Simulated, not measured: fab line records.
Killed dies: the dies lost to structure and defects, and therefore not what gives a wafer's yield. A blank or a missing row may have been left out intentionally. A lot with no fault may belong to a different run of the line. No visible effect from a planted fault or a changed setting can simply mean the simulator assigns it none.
Comparing a struck lot with a sound one | flow n5-finfet | 14 out of 1938 route steps
Sound: wafers L631.1, L631.2, L631.4. Wafers struck: L649.2, L649.5, L649.6. The cause is named last.
For every step that has rows: the tool of each side, followed by ch and its chambers, followed by its first start. Under that, the readings that differ: sound wafers | struck wafers | difference of the means | sigmas: that difference in standard deviations of wafers without a fault.
alike: a reading whose means differ by less than 2 such deviations, as well as words and numbers matching on both sides. not compared: withheld readings; readings where some wafer has no value; bounds like >300 that might hide an equal value; numbers whose values overlap and for which the record gives no deviation.
Wherever a step has rows on one side only, a row that says differs or no value, or a row with sigmas, the two part there. Non-overlapping numbers with no deviation appear without sigmas and do not part them. Lack of a reading on every wafer of one side parts them only where that side has two or more wafers.

first, 1 step without rows for these wafers: N5_BEOL_M2_STRIP_75 (strips in N2/H2).
N5_BEOL_M2_STRIP_66: strips in CF4.
  sound on rie-diel-05 ch 0,2,3, day 6 12:06; struck on rie-diel-04 ch 1,2,3, day 11 03:01
  alike: bias-power-w, cf4-flow-sccm, drypump-motor-current-A, oes-product-au, rf-vpp-V, showerhead-plenum-p-Torr, throttle-valve-pct
  not compared: rf-hours-counter-h
N5_BEOL_M2_HM_OPEN_17: chemistry Cl2/BCl3, target TiN, target depth 20 nm, overetch 6 nm.
  sound on rie-metal-03 ch 0,1, day 6 12:08; struck on rie-metal-02 ch 0,1, day 11 03:03
  alike: bias-w, drypump-motor-current-A, mfc-ar-sccm, oes-product-au, throttle-valve-pct
  not compared: rf-hours-counter-h
N5_BEOL_M2_STRIP_19: strips in O2.
  sound on rie-diel-06 ch 1,3, day 6 12:15; struck on rie-diel-06 ch 0,1,2, day 11 03:20
  alike: drypump-motor-current-A, oes-product-au, rf-vpp-V, showerhead-plenum-p-Torr, throttle-valve-pct
  not compared: rf-hours-counter-h
N5_BEOL_M2_CD_MEAS_18: pitch 36 nm, target cd 18 nm.
  sound: cd-sem-02 at day 6 12:19; struck: cd-sem-01 at day 11 03:25
  alike: cd-nm
then, 7 steps without rows for these wafers: N5_BEOL_M2_COAT_67 (time 60 s, resist thk 60 nm); N5_BEOL_M2_COAT_68 (time 60 s, resist thk 12 nm); N5_BEOL_M2_COAT_76 (time 60 s, resist thk 5 nm); N5_BEOL_M2_COAT_22 (resist thk 30 nm); N5_BEOL_M2_EBR_24; N5_BEOL_M2_SOFTBAKE_23 (time 60 s); N5_BEOL_M2_EXPOSE_25 (exposes mask V1, defocus 5 nm).
N5_BEOL_M2_PEB_26: peb time 60 s.
  struck on litho-track-01, day 11 03:47; sound on litho-track-01 ch 0, day 6 12:42
  no value came back on the struck wafers for chill-plate-temp-C (C), exhaust-pa (Pa); on the sound wafers chill-plate-temp-C (C) reads 23.08 23.04 22.88
then, 1 step without rows for these wafers: N5_BEOL_M2_DEVELOP_27 (develop time 30 s).

WHERE THEY PART
Only at N5_BEOL_M2_PEB_26, within this record.

WHY: what the simulator had put in
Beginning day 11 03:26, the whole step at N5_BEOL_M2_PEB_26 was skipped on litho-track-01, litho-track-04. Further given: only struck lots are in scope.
